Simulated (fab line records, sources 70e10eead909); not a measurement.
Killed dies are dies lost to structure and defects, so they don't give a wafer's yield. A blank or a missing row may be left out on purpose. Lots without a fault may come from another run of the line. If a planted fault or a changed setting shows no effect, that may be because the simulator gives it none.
Which of the tools did it? :: flow nand-harc :: 42 wafers from 14 lots sampled at 5 of the route's 1302 steps

WHAT THE GAUGES READ, wafer by wafer
NHARC_THIN_TSV_CD_MEAS_12: the cd target is 1000 nm. Usual: cd-nm reads 999.3 nm (standard deviation 2).
lot: L311
measured: day 24 01:55
on: cd-sem-01
cd-nm (nm): 999.2 999.8 1000.6
flag: 

lot: L313
measured: day 24 18:05
on: cd-sem-01
cd-nm (nm): 998.6 996.9 999.1
flag: 

lot: L312
measured: day 25 00:10
on: cd-sem-02
cd-nm (nm): 998.4 997.1 998.8
flag: 

lot: L314
measured: day 24 19:20
on: cd-sem-02
cd-nm (nm): 999.0 997.2 999.8
flag: 

lot: L315
measured: day 25 13:15
on: cd-sem-01
cd-nm (nm): 996.2 997.5 996.5
flag: 

lot: L316
measured: day 25 12:03
on: cd-sem-02
cd-nm (nm): 999.7 997.9 1001.5
flag: 

lot: L318
measured: day 26 14:37
on: cd-sem-02
cd-nm (nm): 997.6 997.5 995.5
flag: 

lot: L323
measured: day 30 04:39
on: cd-sem-02
cd-nm (nm): 999.0 1000.8 1002.1
flag: 

lot: L324
measured: day 29 20:37
on: cd-sem-02
cd-nm (nm): 1000.8 1002.1 1002.7
flag: 

lot: L325
measured: day 30 08:53
on: cd-sem-01
cd-nm (nm): 1001.5 998.1 1000.5
flag: 

lot: L330
measured: day 32 18:05
on: cd-sem-03
cd-nm (nm): 997.9 1000.5 1001.6
flag: 

lot: L331
measured: day 32 23:34
on: cd-sem-03
cd-nm (nm): 1000.8 999.1 997.9
flag: 

lot: L332
measured: day 34 06:40
on: cd-sem-01
cd-nm (nm): 1000.6 999.1 1000.1
flag: 

lot: L333
measured: day 33 11:49
on: cd-sem-01
cd-nm (nm): 998.7 1000.5 998.3
flag: 

NHARC_END_SORT_01. Usual: killed-at-array 51, standard deviation 18; killed-at-other 1.0, standard deviation 1.2; killed-at-periphery 3.7, standard deviation 2.9; killed-dies 55, standard deviation 19; killed-open 3.5, standard deviation 1.9; killed-short 2.6, standard deviation 1.6.
lot: L323
measured: day 30 21:21
on: prober-01
killed-at-array: 158 150 166
killed-at-other: 3 2 0
killed-at-periphery: 5 8 10
killed-dies: 166 160 176
killed-open: 2 2 4
killed-short: 4 0 4
flag: OFF

lot: L324
measured: day 30 12:57
on: prober-02
killed-at-array: 140 161 164
killed-at-other: 1 1 0
killed-at-periphery: 9 14 6
killed-dies: 150 176 170
killed-open: 0 4 0
killed-short: 5 3 2
flag: OFF

EACH LOT AND THE TOOL THAT RAN IT (in order: tool; ch and the chambers of the sampled wafers; start)
lot: L311
NHARC_A_ONON_D2_DEP_16: pecvd-onon-01 ch 0, day 12 22:38
NHARC_THIN_TSV_DEGAS_49: pvd-sputter-03, day 24 04:43
NHARC_THIN_TSV_PVD_19: pvd-sputter-03, no start

lot: L313
NHARC_A_ONON_D2_DEP_16: pecvd-onon-03 ch 0, day 13 23:14
NHARC_THIN_TSV_DEGAS_49: pvd-sputter-03, day 24 20:55
NHARC_THIN_TSV_PVD_19: pvd-sputter-03, no start

lot: L312
NHARC_A_ONON_D2_DEP_16: pecvd-onon-01 ch 0, day 13 23:16
NHARC_THIN_TSV_DEGAS_49: pvd-sputter-01, day 25 02:57
NHARC_THIN_TSV_PVD_19: pvd-sputter-01, no start

lot: L314
NHARC_A_ONON_D2_DEP_16: pecvd-onon-03 ch 0, day 14 03:20
NHARC_THIN_TSV_DEGAS_49: pvd-sputter-02, day 24 22:07
NHARC_THIN_TSV_PVD_19: pvd-sputter-02, no start

lot: L315
NHARC_A_ONON_D2_DEP_16: pecvd-onon-02 ch 0, day 14 20:34
NHARC_THIN_TSV_DEGAS_49: pvd-sputter-03, day 25 16:03
NHARC_THIN_TSV_PVD_19: pvd-sputter-03, no start

lot: L316
NHARC_A_ONON_D2_DEP_16: pecvd-onon-01 ch 0, day 14 20:37
NHARC_THIN_TSV_DEGAS_49: pvd-sputter-03, day 25 14:50
NHARC_THIN_TSV_PVD_19: pvd-sputter-03, no start

lot: L318
NHARC_A_ONON_D2_DEP_16: pecvd-onon-01 ch 0, day 16 06:19
NHARC_THIN_TSV_DEGAS_49: pvd-sputter-03, day 26 17:46
NHARC_THIN_TSV_PVD_19: pvd-sputter-03, no start

lot: L323
NHARC_A_ONON_D2_DEP_16: pecvd-onon-01 ch 0, day 18 21:26
NHARC_THIN_TSV_DEGAS_49: pvd-sputter-01, day 30 07:38
NHARC_THIN_TSV_PVD_19: pvd-sputter-01, day 30 21:21 or earlier

lot: L324
NHARC_A_ONON_D2_DEP_16: pecvd-onon-01 ch 0, day 19 02:51
NHARC_THIN_TSV_DEGAS_49: pvd-sputter-01, day 29 23:23
NHARC_THIN_TSV_PVD_19: pvd-sputter-01, day 30 12:57 or earlier

lot: L325
NHARC_A_ONON_D2_DEP_16: pecvd-onon-03 ch 0, day 19 03:01
NHARC_THIN_TSV_DEGAS_49: pvd-sputter-02, day 30 11:38
NHARC_THIN_TSV_PVD_19: pvd-sputter-02, no start

lot: L330
NHARC_A_ONON_D2_DEP_16: pecvd-onon-01 ch 0, day 21 14:06
NHARC_THIN_TSV_DEGAS_49: pvd-sputter-03, day 32 20:51
NHARC_THIN_TSV_PVD_19: pvd-sputter-03, no start

lot: L331
NHARC_A_ONON_D2_DEP_16: pecvd-onon-01 ch 0, day 22 02:01
NHARC_THIN_TSV_DEGAS_49: pvd-sputter-02, day 33 02:20
NHARC_THIN_TSV_PVD_19: pvd-sputter-02, no start

lot: L332
NHARC_A_ONON_D2_DEP_16: pecvd-onon-01 ch 0, day 22 12:46
NHARC_THIN_TSV_DEGAS_49: pvd-sputter-01, day 34 09:28
NHARC_THIN_TSV_PVD_19: pvd-sputter-01, no start

lot: L333
NHARC_A_ONON_D2_DEP_16: pecvd-onon-02 ch 0, day 22 12:46
NHARC_THIN_TSV_DEGAS_49: pvd-sputter-02, day 33 14:39
NHARC_THIN_TSV_PVD_19: pvd-sputter-02, no start
- NHARC_A_ONON_D2_DEP_16: target thk 1000 nm.
- NHARC_THIN_TSV_DEGAS_49: time 120 s.
- NHARC_THIN_TSV_PVD_19: deposits TaN, target thk 20 nm.

AS READ BY THE TOOLS THEMSELVES (means over the sampled wafers that have a number; for cases with no such wafer, the mark the record gives instead)
NHARC_THIN_TSV_DEGAS_49. Usual: heater-power-w reads 474 W (standard deviation 62).
lot: L311
tool: pvd-sputter-03
heater-power-w (W): 513
flag: 

lot: L313
tool: pvd-sputter-03
heater-power-w (W): 513
flag: 

lot: L312
tool: pvd-sputter-01
heater-power-w (W): 395
flag: 

lot: L314
tool: pvd-sputter-02
heater-power-w (W): 469
flag: 

lot: L315
tool: pvd-sputter-03
heater-power-w (W): 515
flag: 

lot: L316
tool: pvd-sputter-03
heater-power-w (W): 501
flag: 

lot: L318
tool: pvd-sputter-03
heater-power-w (W): 499
flag: 

lot: L323
tool: pvd-sputter-01
heater-power-w (W): 458
flag: 

lot: L324
tool: pvd-sputter-01
heater-power-w (W): 404
flag: 

lot: L325
tool: pvd-sputter-02
heater-power-w (W): 528
flag: 

lot: L330
tool: pvd-sputter-03
heater-power-w (W): 491
flag: 

lot: L331
tool: pvd-sputter-02
heater-power-w (W): 424
flag: 

lot: L332
tool: pvd-sputter-01
heater-power-w (W): 449
flag: 

lot: L333
tool: pvd-sputter-02
heater-power-w (W): 495
flag: 

NHARC_THIN_TSV_PVD_19. Usual: throttle-valve-pct reads 29.8 % (standard deviation 1).
lot: L311
tool: pvd-sputter-03
throttle-valve-pct (%): 30.6
flag: 

lot: L313
tool: pvd-sputter-03
throttle-valve-pct (%): 30.5
flag: 

lot: L312
tool: pvd-sputter-01
throttle-valve-pct (%): 29.4
flag: 

lot: L314
tool: pvd-sputter-02
throttle-valve-pct (%): 30.9
flag: 

lot: L315
tool: pvd-sputter-03
throttle-valve-pct (%): 30.2
flag: 

lot: L316
tool: pvd-sputter-03
throttle-valve-pct (%): 30.8
flag: 

lot: L318
tool: pvd-sputter-03
throttle-valve-pct (%): 29.7
flag: 

lot: L323
tool: pvd-sputter-01
throttle-valve-pct (%): 28.7
flag: 

lot: L324
tool: pvd-sputter-01
throttle-valve-pct (%): 28.7
flag: 

lot: L325
tool: pvd-sputter-02
throttle-valve-pct (%): 30.7
flag: 

lot: L330
tool: pvd-sputter-03
throttle-valve-pct (%): 30.4
flag: 

lot: L331
tool: pvd-sputter-02
throttle-valve-pct (%): 30.6
flag: 

lot: L332
tool: pvd-sputter-01
throttle-valve-pct (%): 28.7
flag: 

lot: L333
tool: pvd-sputter-02
throttle-valve-pct (%): 30.7
flag: 

THE ANSWER, worked out from the rows above alone
Rule: a lot counts as off when the mean over its wafers that have a number is more than 3 standard deviations away from the usual mean. A lot without any number at a reading at which 4 lots or more have one is off too. Any other lot the step has rows for is counted as sound. After the gauges, taken in route order, come the tools' own readings; for these a lot's mean is taken, as printed above. The first step at which some lot is off is used, and at that step the reading that is off furthest; a lot without a number counts as furthest.
Off at NHARC_END_SORT_01 (killed-at-array): L323, L324. Neither off nor sound, because the step has no rows for them: L311, L313, L312, L314, L315, L316, L318, L325, L330, L331, L332, L333.
A tool fits if, at a process step before that reading, it ran every lot that is off, and no sound lot after the first of them. The gauges at NHARC_END_SORT_01 are tried like those tools. With no start given for some of its lots, NHARC_THIN_TSV_PVD_19 uses the hours and lot order of NHARC_END_SORT_01. 2 tools fit, pecvd-onon-01 at NHARC_A_ONON_D2_DEP_16 and pvd-sputter-01 at NHARC_THIN_TSV_DEGAS_49 and NHARC_THIN_TSV_PVD_19, so this cannot tell which one it is.

WHAT THE SIMULATOR PUT IN
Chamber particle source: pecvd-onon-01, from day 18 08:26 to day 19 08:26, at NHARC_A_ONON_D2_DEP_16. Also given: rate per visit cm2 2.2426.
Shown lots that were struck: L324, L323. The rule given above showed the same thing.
